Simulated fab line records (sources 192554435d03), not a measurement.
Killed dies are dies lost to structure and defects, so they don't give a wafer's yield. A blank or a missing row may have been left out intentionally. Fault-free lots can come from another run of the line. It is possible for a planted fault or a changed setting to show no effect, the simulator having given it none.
Chamber matching | flow n5 finfet | N5_BEOL_M15_ETCH_57 on rie diel-01 has 4 sister chambers
The step etches SOC in N2/H2, time 750 s. 4 wafers are shown with their chamber, then 8 later ones without.

## WAFERS, EACH WITH ITS CHAMBER
wafer  | chamber | drypump motor current A (A)
L084.5 | 3       | 6.2
L085.2 | 0       | 5.8
L085.6 | 2       | 6.5
L090.3 | 1       | 4.7

## WAFERS WITHOUT THEIR CHAMBER
wafer  | drypump motor current A (A)
L090.4 | 6.2
L090.5 | 6.6
L092.2 | 6.2
L092.3 | 5.9
L092.5 | 6.2
L096.3 | 6.6
L096.4 | 6.2
L096.5 | 4.7

## CHAMBER TAKEN BY EACH
wafer  | from the rows above | in truth
L090.4 | 3                   | 3
L090.5 | 2                   | 2
L092.2 | 3                   | 3
L092.3 | 0                   | 0
L092.5 | 3                   | 3
L096.3 | 2                   | 2
L096.4 | 3                   | 3
L096.5 | 1                   | 1
8 of 8 placed correctly. Left unplaced by these rows: 0. 0 placed wrongly.
How it was worked out, from the rows above alone: a wafer's distance from a chamber is the root of the sum, over the readings, of the square of ((its reading less the chamber's mean) divided by the reading's scatter). The wafer belongs to the nearest chamber; if the next one is less than 2 further off, it can't be placed. For every chamber, the mean is computed from those of its wafers that are shown. The scatter: with one shown wafer a chamber, the root of the mean of the squares of how far each hidden wafer lies from its nearest shown one.
